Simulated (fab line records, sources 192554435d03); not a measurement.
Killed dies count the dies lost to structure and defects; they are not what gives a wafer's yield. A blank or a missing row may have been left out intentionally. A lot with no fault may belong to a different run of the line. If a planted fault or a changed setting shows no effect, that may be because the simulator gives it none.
Matching of chambers / flow n5_finfet / 3 sister chambers for N5_BEOL_M0_CO_CAP_123 on cvd_co-02
The step material Co, precursor CCTBA/H2, target thk 2 nm, time 102.1 s. 3 wafers are shown with their chamber, then 12 later ones without.

WAFERS, EACH WITH ITS CHAMBER
wafer=L085.5; chamber=1; heater_power_w (W)=218
wafer=L088.4; chamber=2; heater_power_w (W)=195
wafer=L088.6; chamber=0; heater_power_w (W)=280

WAFERS WITH NO CHAMBER GIVEN
wafer=L090.1; heater_power_w (W)=193
wafer=L090.5; heater_power_w (W)=208
wafer=L090.6; heater_power_w (W)=270
wafer=L093.2; heater_power_w (W)=278
wafer=L093.3; heater_power_w (W)=198
wafer=L093.4; heater_power_w (W)=273
wafer=L095.1; heater_power_w (W)=195
wafer=L095.3; heater_power_w (W)=217
wafer=L095.6; heater_power_w (W)=195
wafer=L097.1; heater_power_w (W)=210
wafer=L097.2; heater_power_w (W)=265
wafer=L097.5; heater_power_w (W)=273

WHICH CHAMBER EACH WENT THROUGH
wafer=L090.1; from the rows above=2; in truth=2
wafer=L090.5; from the rows above=can't be placed: 1 or 2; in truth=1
wafer=L090.6; from the rows above=0; in truth=0
wafer=L093.2; from the rows above=0; in truth=0
wafer=L093.3; from the rows above=2; in truth=2
wafer=L093.4; from the rows above=0; in truth=0
wafer=L095.1; from the rows above=2; in truth=2
wafer=L095.3; from the rows above=1; in truth=1
wafer=L095.6; from the rows above=2; in truth=2
wafer=L097.1; from the rows above=can't be placed: 1 or 2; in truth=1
wafer=L097.2; from the rows above=0; in truth=0
wafer=L097.5; from the rows above=0; in truth=0
10 of 12 placed correctly. Cannot be placed on the basis of these rows: 2; the candidates contain the true chamber in 2. 0 placed wrongly.
How it was worked out, from the rows above alone: a wafer's distance from a chamber is the root of the sum, over the readings, of the square of ((its reading less the chamber's mean) divided by the reading's scatter). If the next closest chamber is less than 2 further off than the closest, the wafer can't be placed; otherwise it belongs to the closest. For every chamber, the mean is computed from those of its wafers that are shown. The scatter (one wafer shown for each chamber): square how far every hidden wafer sits from the nearest shown wafer, average those squares and take the square root.
